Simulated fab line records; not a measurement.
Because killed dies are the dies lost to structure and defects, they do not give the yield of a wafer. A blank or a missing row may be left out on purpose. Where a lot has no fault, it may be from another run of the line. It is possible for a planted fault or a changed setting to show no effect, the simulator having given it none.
fab line records	flow n5Finfet
[record] lots = 10	wafers = 27	lastDay = 18
route steps=1938 shown BEOL_M4@1111 BEOL_M15@1813 MIM_TOP@1834 PASSIVATION@1936
lots that met no fault: from a run of the same line without faults
startH: start of the lot's first displayed wafer, in hours after the record's first day	waitH: hours from the lot's prior step to this one	" repeats the value in the row above	L1.1+2: one row covering several wafers at once	- either no value or no given start	* or withheld: withheld	< > ~ a bound
route shown NAME@n: a module of which the file shows steps, and the number in the route of the first	usual: the fault-free wafers' mean and standard deviation	same: alike in all rows	chamber/n: place in a boat	sites: the reading at each site	_std_site: the values' standard deviation	_edge_site: outer sites' mean less inner sites'	radiusMm: how far each site lies from the wafer's centre	mask NAME#n: copy n	behind: the last tool/chamber to shape the wafer	hold: the reason the lot was held/the length of the hold in hours/how it ended	device: whichever transistor did not switch (one of n, p or np)	end of line: the route-end tests of the same wafers	a step without rows: its recipe alone	killed: at the first sort, the dies lost to defects and structure; wafer yield is something else	map: dies across one wafer; x = killed, . = not, _ = none there
set.NAME: the run value of the setting; set.NAME@STEP: its run value at that earlier step	model.NAME: the simulator's own value behind a step, which no gauge read
a sample of lots followed through the steps of the route, with each step as a table and each wafer as a row
services: the hour from which a tool's chamber was out of use, counted from the record's first day as startH (under 0 if before that day), plus the number of hours and why
[[steps]]
[step N5_BEOL_M4_RC_MEAS_101]
[usual] DIBL_N = 36.2/2.2	DIBL_P = 36.5/3	IOFF_N = 0.16/0.039	IOFF_P = 0.22/0.047	ION_N = 675/15	ION_P = 463/10	SS_N = 71.6/0.71	SS_P = 73.4/0.94	VT_N = 250/3.6	VT_P = -250/3.9
lot.wafer	tool	chamber	startH	waitH	DIBL_N[mV/V]	DIBL_P[mV/V]	IOFF_N[nA/um]	IOFF_P[nA/um]	ION_N[uA/um]	ION_P[uA/um]	SS_N[mV/dec]	SS_P[mV/dec]	VT_N[mV]	VT_P[mV]
L904.1	prober-01	0	161.40	0.0	32.5	32.4	0.11	0.16	650	452	70.7	72.4	252	-253
L904.2	"	0	"	"	36.8	37.7	0.20	0.25	690	468	71.8	74.1	241	-249
L904.5	"	0	"	"	35.2	36.3	0.17	0.22	677	463	71.6	72.6	247	-248
L906.1	prober-02	0	169.20	0.0	35.0	34.9	0.13	0.22	644	451	71.5	73.5	255	-250
L906.2	"	0	"	"	34.3	32.9	0.11	0.16	654	455	70.7	72.8	255	-253
L906.3	"	0	"	"	33.8	33.2	0.13	0.18	670	464	70.5	73.0	250	-250
L917.3	prober-02	0	256.66	0.3	35.9	35.5	0.14	0.19	686	468	71.3	72.7	249	-251
L917.4	"	0	"	"	41.9	41.5	0.26	0.29	690	470	73.5	74.6	243	-248
L917.5	"	0	"	"	36.9	35.8	0.15	0.19	685	461	71.1	73.0	253	-253
L919.2	prober-01	0	274.26	0.2	34.4	33.3	0.11	0.17	665	459	70.5	73.3	254	-253
L919.5	"	0	"	"	39.0	38.4	0.19	0.25	692	470	71.7	74.8	248	-249
L919.6	"	0	"	"	35.0	32.6	0.12	0.15	679	459	71.1	72.2	251	-252
L921.3	prober-02	0	280.46	0.3	36.8	36.2	0.18	0.21	690	460	72.1	73.8	246	-250
L921.6	"	0	"	"	38.3	38.6	0.21	0.24	686	462	71.9	74.4	244	-248
L924.2	prober-01	0	286.86	0.2	36.1	37.7	0.18	0.27	673	466	72.0	74.1	249	-245
L924.3	"	0	"	"	34.7	35.3	0.15	0.22	683	473	71.0	73.4	249	-248
L924.4	"	0	"	"	37.6	37.5	0.20	0.26	681	467	71.9	73.8	244	-247
L925.4	prober-01	0	289.51	0.5	37.0	38.9	0.16	0.22	673	455	71.2	73.2	251	-252
L925.5	"	0	"	"	37.9	40.3	0.17	0.23	672	460	72.0	73.9	251	-250
L923.1	prober-02	0	289.62	0.0	32.2	32.2	0.12	0.19	669	476	70.6	71.6	251	-247
L923.4	"	0	"	"	35.6	35.7	0.16	0.24	678	466	71.2	72.7	248	-244
L923.5	"	0	"	"	36.5	37.0	0.18	0.29	686	475	71.6	73.8	244	-240
L926.1	prober-02	0	317.23	0.0	42.3	42.9	0.26	0.34	684	467	72.5	76.7	247	-246
L926.3	"	0	"	"	34.6	33.3	0.12	0.16	661	457	70.7	73.3	254	-255
L927.2	prober-01	0	321.09	0.2	34.2	36.4	0.15	0.21	678	460	71.5	74.1	248	-249
L927.4	"	0	"	"	36.0	37.1	0.18	0.22	682	462	71.9	73.2	246	-250
L927.5	"	0	"	"	32.6	33.2	0.12	0.17	665	457	71.3	72.6	251	-254
[step N5_BEOL_M15_STRIP_37]
[recipe] chemistry = O2	powerW = 600	tempC = 60	pressureMtorr = 30	rfFrequencyHz = 6e+07	biasPowerW = 0	overashFraction = 0.3	o2FlowSccm = 225
[usual] drypumpMotorCurrentA = 5.8/0.47	oesProductAu = 0.78/0.11	rfVppV = 3.7/0.7	showerheadPlenumPTorr = 2.13/0.057	throttleValvePct = 16.68/0.24
[same] biasPowerW = 0
lot.wafer	tool	chamber	startH	waitH	drypumpMotorCurrentA	oesProductAu	rfHoursCounterH	rfVppV	showerheadPlenumPTorr	throttleValvePct
L904.1	rieDiel-06	2	-	-	6.7	0.77	156	4.0	2.02	16.76
L904.2	"	0	"	"	5.7	0.68	220	3.5	2.19	16.80
L904.5	"	0	"	"	5.7	0.70	-	5.8	2.19	16.78
L906.1	rieDiel-05	2	-	-	6.4	0.72	226	3.6	2.17	16.66
L906.2	"	1	"	"	5.1	0.68	213	3.8	2.17	16.91
L906.3	"	3	"	"	6.0	0.64	246	3.7	2.07	16.85
L917.3	rieDiel-05	1	-	-	5.1	0.69	234	3.1	2.16	16.93
L917.4	"	1	"	"	5.1	0.68	-	2.6	2.16	16.93
L917.5	"	0	"	"	5.3	0.73	-	3.2	2.16	16.54
L919.2	rieDiel-03	1	-	-	6.4	0.92	11	2.9	2.13	16.43
L919.5	"	3	"	"	5.9	0.93	-	3.7	2.14	16.65
L919.6	"	0	"	"	5.9	0.68	-	2.6	2.14	16.73
L921.3	rieDiel-06	1	-	-	5.7	0.95	4	4.1	2.16	16.21
L921.6	"	2	"	"	6.7	0.74	-	3.4	2.01	16.84
L924.2	rieDiel-03	2	-	-	5.6	0.71	166	4.6	2.12	17.11
L924.3	"	3	"	"	5.9	0.92	27	3.5	2.13	16.67
L924.4	"	1	"	"	6.4	0.89	-	5.3	2.13	16.47
L925.4	rieDiel-06	2	-	-	6.7	0.73	200	4.3	2.01	16.85
L925.5	"	1	"	"	5.7	0.95	-	3.2	2.16	16.25
L923.1	rieDiel-06	0	-	-	5.7	0.94	6	3.7	2.18	16.43
L923.4	"	3	"	"	5.2	0.93	18	3.3	2.25	16.37
L923.5	"	2	"	"	6.7	0.72	-	3.1	2.00	16.86
L926.1	rieDiel-03	3	-	-	5.9	0.90	35	2.8	2.13	16.69
L926.3	"	0	"	"	5.9	0.98	2	5.1	2.14	16.19
L927.2	rieDiel-05	3	-	-	6.0	0.85	41	3.5	2.05	16.47
L927.4	"	1	"	"	5.1	0.98	2	3.8	2.15	16.46
L927.5	"	3	"	"	6.0	0.85	-	4.1	2.05	16.49
[step N5_MIM_TOP_ALD_00]
[recipe] material = Al2O3	targetThkA = *	tempC = withheld	aldPrecursorFamily = TMA	aldCoReactant = O3	pulseTimeS = withheld	purgeTimeS = 3	coReactantPurgeTimeS = withheld	coReactantPulseTimeS = 3	aldCycles = withheld
[usual] precursorPulseHeightRel = 0.998/0.021
lot.wafer	tool	chamber	startH	waitH	precursorPulseHeightRel
L904.1	aldHk-02	3	255.91	0.1	0.987
L904.2	"	1	"	"	0.969
L904.5	"	2	"	"	0.999
L906.1	aldHk-02	0	264.51	0.1	1.016
L906.2	"	1	"	"	0.995
L906.3	"	2	"	"	1.012
L917.3	aldHk-01	1	350.85	0.1	1.015
L917.4	"	0	"	"	1.000
L917.5	"	0	"	"	0.976
L919.2	aldHk-02	3	364.56	0.1	1.012
L919.5	"	2	"	"	0.999
L919.6	"	1	"	"	1.020
L921.3	aldHk-03	3	371.26	0.1	0.993
L921.6	"	0	"	"	1.000
L924.2	aldHk-03	1	389.07	0.1	0.974
L924.3	"	3	"	"	0.982
L924.4	"	0	"	"	0.970
L925.4	aldHk-03	2	391.15	0.1	1.012
L925.5	"	0	"	"	1.002
L923.1	aldHk-01	2	395.42	0.1	1.033
L923.4	"	0	"	"	0.954
L923.5	"	2	"	"	0.998
L926.1	aldHk-02	1	409.62	0.1	1.017
L926.3	"	3	"	"	0.967
L927.2	aldHk-01	2	420.72	0.1	1.007
L927.4	"	1	"	"	1.009
L927.5	"	1	"	"	0.984
[step N5_MIM_TOP_ALD_01]
[recipe] material = HfO2	targetThkA = 56	tempC = withheld	aldPrecursorFamily = Hf-amide	aldCoReactant = O3	pulseTimeS = 1	purgeTimeS = 3	coReactantPurgeTimeS = 2	coReactantPulseTimeS = 3	aldCycles = 62
[usual] aldCycles = 62/0	coReactantPulseTimeS = 3/0	coReactantPurgeTimeS = 2/0	precursorPulseHeightRel = 0.999/0.019
lot.wafer	tool	chamber	startH	waitH	aldCycles	coReactantPulseTimeS	coReactantPurgeTimeS	precursorPulseHeightRel
L904.1	aldHk-02	3	255	-	62	3	2	1.001
L904.2	"	1	"	"	62	3	2	1.039
L904.5	"	2	256	-	62	3	2	1.005
L906.1	aldHk-02	0	264	-	62	3	2	0.990
L906.2	"	1	"	"	62	3	2	1.036
L906.3	"	2	"	"	62	3	2	0.990
L917.3	aldHk-01	1	350	-	-	-	-	-
L917.4	"	0	"	"	-	-	-	-
L917.5	"	0	351	-	-	-	-	-
L919.2	aldHk-02	3	364	-	-	-	-	-
L919.5	"	2	"	"	-	-	-	-
L919.6	"	1	"	"	-	-	-	-
L921.3	aldHk-03	3	371	-	62	3	2	0.996
L921.6	"	0	"	"	62	3	2	1.016
L924.2	aldHk-03	1	389	-	62	3	2	0.980
L924.3	"	3	"	"	62	3	2	1.002
L924.4	"	0	"	"	62	3	2	1.006
L925.4	aldHk-03	2	391	-	62	3	2	0.998
L925.5	"	0	"	"	62	3	2	1.019
L923.1	aldHk-01	2	395	-	62	3	2	1.012
L923.4	"	0	"	"	62	3	2	0.956
L923.5	"	2	"	"	62	3	2	0.987
L926.1	aldHk-02	1	409	-	62	3	2	1.001
L926.3	"	3	"	"	62	3	2	0.996
L927.2	aldHk-01	2	420	-	62	3	2	0.972
L927.4	"	1	"	"	62	3	2	1.009
L927.5	"	1	"	"	62	3	2	1.005
[step N5_MIM_TOP_DEGAS_04]
[recipe] ambient = vacuum	tempC = 300	timeS = 60
[usual] heaterPowerW = 465/50
lot.wafer	tool	chamber	startH	waitH	heaterPowerW
L904.1	pvdSputter-03	-	256.36	-	347
L904.2	"	-	"	"	471
L904.5	"	-	"	"	484
L906.1	pvdSputter-01	-	267.99	-	445
L906.2	"	-	"	"	533
L906.3	"	-	"	"	408
L917.3	pvdSputter-02	-	351.47	-	450
L917.4	"	-	"	"	500
L917.5	"	-	"	"	474
L919.2	pvdSputter-02	-	365.90	-	508
L919.5	"	-	"	"	467
L919.6	"	-	"	"	491
L921.3	pvdSputter-01	-	371.79	-	452
L921.6	"	-	"	"	412
L924.2	pvdSputter-01	-	391.21	-	426
L924.3	"	-	"	"	456
L924.4	"	-	"	"	530
L925.4	pvdSputter-02	-	392.06	-	480
L925.5	"	-	"	"	505
L923.1	pvdSputter-02	-	396.24	-	460
L923.4	"	-	"	"	440
L923.5	"	-	"	"	482
L926.1	pvdSputter-03	-	410.07	-	578
L926.3	"	-	"	"	351
L927.2	pvdSputter-03	-	421.52	-	458
L927.4	"	-	"	"	351
L927.5	"	-	"	"	460
[step N5_PASSIVATION_PROBE_49]
[usual] defectLimitedYield = 91.5/1.5	killed_at_M0_to_M3 = 32/10	killed_at_M4_up = 13/4.9	killedAtContacts = 13/6.1	killedAtFrontEnd = 38/11	killedAtOther = 3/3.2	killedDies = 101/18	killedOnRim = 13/4.4	killedOpen = 66/13	killedShort = 32/8.3	sort_bin_5_function = 5.0/1	sort_bin_6_memory = 3.2/0.74	sort_bin_8_speed = 0.1/1.1	sortNPass = 1078/22	sortYieldPct = 91.3/1.9
[same] grossDies = 1180	killedAtBackSide = 0	sort_bin_4_leakage[%] = 0
lot.wafer	tool	chamber	startH	waitH	defectLimitedYield[%]	killed_at_M0_to_M3	killed_at_M4_up	killedAtContacts	killedAtFrontEnd	killedAtOther	killedDies	killedOnRim	killedOpen	killedShort	sort_bin_5_function[%]	sort_bin_6_memory[%]	sort_bin_8_speed[%]	sortNPass	sortYieldPct[%]
L904.1	prober-02	-	269.13	0.0	89.9	36	12	29	37	5	119	8	73	42	6.3	3.5	0	1061	89.9
L904.2	prober-02	-	269.18	0.1	88.3	63	12	18	44	1	138	19	93	41	6.1	5.0	0	1042	88.3
L904.5	prober-02	-	269.33	0.2	89.8	38	7	22	48	5	120	15	78	39	5.3	4.2	0	1060	89.8
L906.1	prober-01	-	281.43	0.0	91.6	27	17	13	42	0	99	8	66	28	4.7	3.6	0.1	1080	91.5
L906.2	prober-01	-	281.48	0.1	91.6	28	11	19	38	3	99	21	59	32	4.2	4.0	0	1081	91.6
L906.3	prober-01	-	281.53	0.1	92.5	35	11	11	31	1	89	11	58	28	4.6	2.6	0	1091	92.5
L917.3	prober-02	-	361.25	0.1	5.5	30	13	24	30	1018	1115	125	76	26	91.2	2.7	0	65	5.5
L917.4	prober-02	-	361.30	0.2	5.6	54	16	15	24	1005	1114	121	72	38	90.0	4.2	0	66	5.6
L917.5	prober-02	-	361.35	0.2	4.4	46	15	14	24	1029	1128	126	69	29	92.0	3.5	0	52	4.4
L919.2	prober-01	-	386.45	0.1	4.7	29	10	17	66	1002	1124	124	69	37	90.3	3.4	0	56	4.7
L919.5	prober-01	-	386.60	0.2	4.7	25	19	5	39	1037	1125	130	49	38	91.8	3.1	0	55	4.7
L919.6	prober-01	-	386.65	0.3	5.3	31	12	7	43	1024	1117	138	47	22	90.2	2.3	0	63	5.3
L921.3	prober-02	-	386.81	0.1	91.6	15	12	12	58	2	99	8	56	42	4.4	3.6	0	1081	91.6
L921.6	prober-02	-	386.96	0.3	94.9	14	13	10	23	0	60	10	39	20	3.4	1.4	0	1120	94.9
L924.2	prober-01	-	402.30	0.1	93.9	27	18	5	20	2	72	11	52	19	2.5	3.3	0	1108	93.9
L924.3	prober-01	-	402.35	0.1	91.4	46	16	7	33	0	102	17	59	41	4.8	3.4	0	1078	91.4
L924.4	prober-01	-	402.40	0.2	91.0	36	16	10	42	2	106	12	77	28	5.6	3.2	0	1074	91.0
L925.4	prober-02	-	402.66	0.2	91.3	26	10	12	46	9	103	19	67	36	4.2	4.2	0	1077	91.3
L925.5	prober-02	-	402.71	0.2	90.8	29	17	15	43	5	109	12	67	42	5.4	3.2	0	1071	90.8
L923.1	prober-01	-	406.16	0.0	94.0	39	8	9	15	0	71	7	53	16	3.2	2.7	0	1109	94.0
L923.4	prober-01	-	406.31	0.2	90.8	49	13	10	36	1	109	15	68	40	6.3	2.7	0	1071	90.8
L923.5	prober-01	-	406.36	0.2	92.5	28	7	10	42	1	88	9	56	31	4.5	2.4	0	1092	92.5
L926.1	prober-02	-	419.95	0.0	89.2	52	16	20	37	2	127	23	79	47	5.8	4.3	0	1053	89.2
L926.3	prober-02	-	420.05	0.1	88.9	40	14	29	44	4	131	20	90	37	6.7	3.8	0	1049	88.9
L927.2	prober-02	-	430.68	0.1	93.5	26	8	11	23	9	77	6	47	29	3.2	2.9	0	1103	93.5
L927.4	prober-02	-	430.78	0.2	90.3	43	17	9	44	2	115	15	73	38	5.5	3.7	0	1065	90.3
L927.5	prober-02	-	430.83	0.2	92.1	34	9	7	37	6	93	15	56	35	4.2	3.5	0	1087	92.1
// killed by level:class
L904.1 MOL_CONTACT_COAG:geometricParticle:open=22 BEOL_M0_SAQP:geometricParticle:open=13 BEOL_M0_SAQP:geometricParticle:short=10 DUMMY_GATE:geometricParticle:open=7 MOL_CONTACT_COAG:geometricParticle:short=7 FIN_SAQP:geometricParticle:short=6 BEOL_M4:geometricParticle:open=6 ILD0:geometricParticle:open=4
L904.2 MOL_CONTACT_COAG:geometricParticle:open=16 BEOL_M0_SAQP:geometricParticle:short=10 BEOL_M3:geometricParticle:open=10 FIN_SAQP:geometricParticle:short=8 STI_FIN_REVEAL:geometricParticle:open=8 BEOL_M1:geometricParticle:open=8 BEOL_M0_SAQP:geometricParticle:open=8 FIN_SAQP:geometricParticle:open=7
L904.5 MOL_CONTACT_COAG:geometricParticle:open=17 BEOL_M1:geometricParticle:open=11 STI_FIN_REVEAL:geometricParticle:open=10 FIN_SAQP:geometricParticle:open=9 GATE_CUT:geometricParticle:short=7 BEOL_M0_SAQP:geometricParticle:short=7 DUMMY_GATE:geometricParticle:open=5 BEOL_M0_SAQP:geometricParticle:open=5
L906.1 FIN_SAQP:geometricParticle:open=10 MOL_CONTACT_COAG:geometricParticle:open=9 STI_FIN_REVEAL:geometricParticle:open=7 BEOL_M0_SAQP:geometricParticle:short=7 BEOL_M1:geometricParticle:open=7 BEOL_M2:geometricParticle:open=6 BEOL_M4:geometricParticle:open=6 STARTING-WAFER:geometricParticle:open=6
L906.2 MOL_CONTACT_COAG:geometricParticle:open=14 FIN_SAQP:geometricParticle:open=11 STI_FIN_REVEAL:geometricParticle:short=6 STI_FIN_REVEAL:geometricParticle:open=6 FIN_SAQP:geometricParticle:short=5 BEOL_M1:geometricParticle:open=5 BEOL_M1:geometricParticle:short=5 MOL_CONTACT_COAG:geometricParticle:short=4
L906.3 STI_FIN_REVEAL:geometricParticle:open=11 BEOL_M1:geometricParticle:open=8 MOL_CONTACT_COAG:geometricParticle:open=8 BEOL_M0_SAQP:geometricParticle:short=7 BEOL_M0_SAQP:geometricParticle:open=6 GATE_CUT:geometricParticle:open=5 GATE_CUT:geometricParticle:short=4 BEOL_M2:geometricParticle:open=4
L917.3 MIM_TOP:areaAld=1013 MOL_CONTACT_COAG:geometricParticle:open=18 STI_FIN_REVEAL:geometricParticle:open=14 BEOL_M0_SAQP:geometricParticle:open=8 BEOL_M4:geometricParticle:open=8 BEOL_M0_SAQP:geometricParticle:short=7 MOL_CONTACT_COAG:geometricParticle:short=6 FIN_SAQP:geometricParticle:open=5
L917.4 MIM_TOP:areaAld=1002 BEOL_M0_SAQP:geometricParticle:open=21 BEOL_M0_SAQP:geometricParticle:short=17 MOL_CONTACT_COAG:geometricParticle:open=12 BEOL_M5:geometricParticle:open=7 BEOL_M1:geometricParticle:open=5 STARTING-WAFER:geometricParticle:short=5 BEOL_M4:geometricParticle:open=4
L917.5 MIM_TOP:areaAld=1026 MOL_CONTACT_COAG:geometricParticle:open=13 BEOL_M0_SAQP:geometricParticle:open=13 STI_FIN_REVEAL:geometricParticle:open=9 BEOL_M0_SAQP:geometricParticle:short=7 BEOL_M0:geometricParticle:open=6 BEOL_M2:geometricParticle:open=5 FIN_SAQP:geometricParticle:short=4
L919.2 MIM_TOP:areaAld=1000 HKMG_FIN:areaEtch=16 FIN_SAQP:geometricParticle:open=15 MOL_CONTACT_COAG:geometricParticle:open=11 FIN_SAQP:geometricParticle:short=10 BEOL_M3:geometricParticle:open=8 BEOL_M1:geometricParticle:open=7 MOL_CONTACT_COAG:geometricParticle:short=6
L919.5 MIM_TOP:areaAld=1034 FIN_SAQP:geometricParticle:short=10 BEOL_M1:geometricParticle:open=8 DUMMY_GATE:geometricParticle:open=5 BEOL_M4:geometricParticle:open=5 BEOL_M5:geometricParticle:open=5 FIN_SAQP:geometricParticle:open=4 STI_FIN_REVEAL:geometricParticle:short=4
L919.6 MIM_TOP:areaAld=1022 HKMG_FIN:areaEtch=22 MOL_CONTACT_COAG:geometricParticle:open=6 BEOL_M1:geometricParticle:open=6 BEOL_M0_SAQP:geometricParticle:open=5 BEOL_M0:geometricParticle:short=5 BEOL_M0_SAQP:geometricParticle:short=4 BEOL_M2:geometricParticle:open=4
L921.3 FIN_SAQP:geometricParticle:open=13 FIN_SAQP:geometricParticle:short=10 BEOL_M4:geometricParticle:open=8 MOL_CONTACT_COAG:geometricParticle:open=7 DUMMY_GATE:geometricParticle:short=5 MOL_CONTACT_COAG:geometricParticle:short=5 STI_FIN_REVEAL:geometricParticle:open=4 GATE_CUT:geometricParticle:short=4
L921.6 MOL_CONTACT_COAG:geometricParticle:short=5 MOL_CONTACT_COAG:geometricParticle:open=5 BEOL_M4:geometricParticle:open=5 DUMMY_GATE:geometricParticle:open=4 BEOL_M0_SAQP:geometricParticle:open=4 BEOL_M1:geometricParticle:open=4 STARTING-WAFER:geometricParticle:short=3 STI_FIN_REVEAL:geometricParticle:open=3
L924.2 BEOL_M4:geometricParticle:open=12 BEOL_M0_SAQP:geometricParticle:open=8 BEOL_M0_SAQP:geometricParticle:short=6 BEOL_M2:geometricParticle:open=5 DUMMY_GATE:geometricParticle:open=4 MOL_CONTACT_COAG:geometricParticle:open=4 BEOL_M3:geometricParticle:open=4 STI_FIN_REVEAL:geometricParticle:open=3
L924.3 BEOL_M0_SAQP:geometricParticle:short=11 FIN_SAQP:geometricParticle:short=9 BEOL_M0_SAQP:geometricParticle:open=9 BEOL_M2:geometricParticle:open=9 BEOL_M4:geometricParticle:open=7 BEOL_M1:geometricParticle:open=6 MOL_CONTACT_COAG:geometricParticle:open=5 FIN_SAQP:geometricParticle:open=4
L924.4 FIN_SAQP:geometricParticle:open=15 BEOL_M1:geometricParticle:open=11 BEOL_M4:geometricParticle:open=10 FIN_SAQP:geometricParticle:short=9 MOL_CONTACT_COAG:geometricParticle:open=9 BEOL_M0_SAQP:geometricParticle:open=9 STARTING-WAFER:geometricParticle:open=5 BEOL_M0_SAQP:geometricParticle:short=4
L925.4 DUMMY_GATE:geometricParticle:open=11 FIN_SAQP:geometricParticle:open=10 BEOL_M0_SAQP:geometricParticle:short=9 MOL_CONTACT_COAG:geometricParticle:open=8 FIN_SAQP:geometricParticle:short=6 BEOL_M0_SAQP:geometricParticle:open=6 STI_FIN_REVEAL:geometricParticle:open=6 GATE_CUT:geometricParticle:short=5
L925.5 MOL_CONTACT_COAG:geometricParticle:open=11 BEOL_M0_SAQP:geometricParticle:open=9 BEOL_M0_SAQP:geometricParticle:short=9 FIN_SAQP:geometricParticle:open=8 STI_FIN_REVEAL:geometricParticle:open=8 BEOL_M4:geometricParticle:open=7 STARTING-WAFER:geometricParticle:open=6 FIN_SAQP:geometricParticle:short=5
L923.1 MOL_CONTACT_COAG:geometricParticle:open=9 BEOL_M3:geometricParticle:open=9 BEOL_M1:geometricParticle:open=7 BEOL_M0_SAQP:geometricParticle:open=6 BEOL_M2:geometricParticle:open=6 FIN_SAQP:geometricParticle:open=5 BEOL_M0_SAQP:geometricParticle:short=3 BEOL_M3:geometricParticle:short=3
L923.4 BEOL_M3:geometricParticle:open=10 BEOL_M0_SAQP:geometricParticle:short=9 FIN_SAQP:geometricParticle:open=8 BEOL_M4:geometricParticle:open=8 STI_FIN_REVEAL:geometricParticle:open=8 BEOL_M2:geometricParticle:open=7 FIN_SAQP:geometricParticle:short=6 MOL_CONTACT_COAG:geometricParticle:open=6
L923.5 FIN_SAQP:geometricParticle:short=15 FIN_SAQP:geometricParticle:open=12 MOL_CONTACT_COAG:geometricParticle:open=9 STI_FIN_REVEAL:geometricParticle:open=8 BEOL_M1:geometricParticle:open=7 BEOL_M3:geometricParticle:open=6 BEOL_M0_SAQP:geometricParticle:short=6 BEOL_M0_SAQP:geometricParticle:open=4
L926.1 BEOL_M0_SAQP:geometricParticle:short=21 MOL_CONTACT_COAG:geometricParticle:open=17 BEOL_M3:geometricParticle:open=11 FIN_SAQP:geometricParticle:open=10 BEOL_M0_SAQP:geometricParticle:open=7 STI_FIN_REVEAL:geometricParticle:open=6 GATE_CUT:geometricParticle:short=5 FIN_SAQP:geometricParticle:short=4
L926.3 MOL_CONTACT_COAG:geometricParticle:open=21 FIN_SAQP:geometricParticle:open=14 BEOL_M0_SAQP:geometricParticle:open=8 MOL_CONTACT_COAG:geometricParticle:short=8 BEOL_M1:geometricParticle:open=8 STI_FIN_REVEAL:geometricParticle:open=7 BEOL_M3:geometricParticle:open=7 FIN_SAQP:geometricParticle:short=5
L927.2 STI_FIN_REVEAL:geometricParticle:open=6 MOL_CONTACT_COAG:geometricParticle:open=6 BEOL_M0_SAQP:geometricParticle:open=6 BEOL_M2:geometricParticle:open=6 BEOL_M2:geometricParticle:short=6 MOL_CONTACT_COAG:geometricParticle:short=5 MIM_TOP:geometricParticle:short=5 FIN_SAQP:geometricParticle:short=3
L927.4 FIN_SAQP:geometricParticle:short=13 BEOL_M2:geometricParticle:open=12 FIN_SAQP:geometricParticle:open=11 BEOL_M3:geometricParticle:open=9 BEOL_M0_SAQP:geometricParticle:short=9 MOL_CONTACT_COAG:geometricParticle:open=8 BEOL_M0_SAQP:geometricParticle:open=8 BEOL_M5:geometricParticle:open=5
L927.5 STI_FIN_REVEAL:geometricParticle:open=8 BEOL_M3:geometricParticle:open=8 BEOL_M0_SAQP:geometricParticle:short=6 FIN_SAQP:geometricParticle:short=5 FIN_SAQP:geometricParticle:open=5 DUMMY_GATE:geometricParticle:open=4 MOL_CONTACT_COAG:geometricParticle:open=4 BEOL_M0_SAQP:geometricParticle:open=4
[[services]]
tool	chamber	startH	hours	kind
rieDiel-03	-	242.73	14.6	pm
rieDiel-05	1	282.09	17.6	repair
aldHk-02	-	283.00	2.8	pm
rieDiel-05	2	299.70	4.2	repair
rieDiel-05	-	302.74	1.0	repair
aldHk-02	-	307.85	8.7	pm
rieDiel-06	3	323.07	-	clean
rieDiel-06	3	323.07	-	consumableReplace:focusRing
rieDiel-06	3	323.07	-	consumableReplace:showerhead
rieDiel-06	3	323.07	16.6	scheduledDown
rieDiel-06	3	323.07	16.6	ventCycle
rieDiel-06	1	329.32	4.8	repair
rieDiel-06	1	340.37	-	clean
rieDiel-06	1	340.37	-	consumableReplace:focusRing
rieDiel-06	1	340.37	16.4	scheduledDown
rieDiel-06	1	340.37	16.4	ventCycle
rieDiel-05	2	346.06	7.8	repair
rieDiel-03	3	352.59	6.3	repair
rieDiel-06	0	356.74	-	clean
rieDiel-06	0	356.74	-	consumableReplace:focusRing
aldHk-01	-	371.21	2.2	repair
aldHk-02	-	380.00	3.2	repair
aldHk-03	-	380.76	2.8	pm
pvdSputter-01	-	400.57	5.2	repair
[[key]]
[firstSign] step = N5_MIM_TOP_ALD_01	reading = toolRecord	direction = missing
[effect] step = N5_PASSIVATION_PROBE_49	reading = killedAtOther	direction = up	sigmas = 99+	usual = 3	struck = 1019
[moreKillsBornAt] N5_MIM_TOP_ALD_01@aldHk-02 = 3056	N5_MIM_TOP_ALD_01@aldHk-01 = 3041
metAt N5_MIM_TOP_ALD_01
struckLots L917,L919
laterRowsLeftOut L917.3,L917.4,L917.5,L919.2,L919.5,L919.6
[baselineLoss] step = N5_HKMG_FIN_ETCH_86	wafers = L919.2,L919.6
notActingAt N5_BEOL_M15_STRIP_37,N5_MIM_TOP_ALD_00,N5_MIM_TOP_DEGAS_04
onsetBetween 264 350
[fault] kind = skippedStepWhole	tool = aldHk-01,aldHk-02	chamber = -	onsetH = 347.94	steps = N5_MIM_TOP_ALD_01	scope = struckLotsOnly
// laterRowsLeftOut: the simulator's readings of these wafers behind a module that went badly wrong aren't trusted and aren't shown, but for the sort
// baselineLoss: these wafers lose ten dies or more at that step, a loss of the line's own and not of a fault; the sort's usual values leave them out
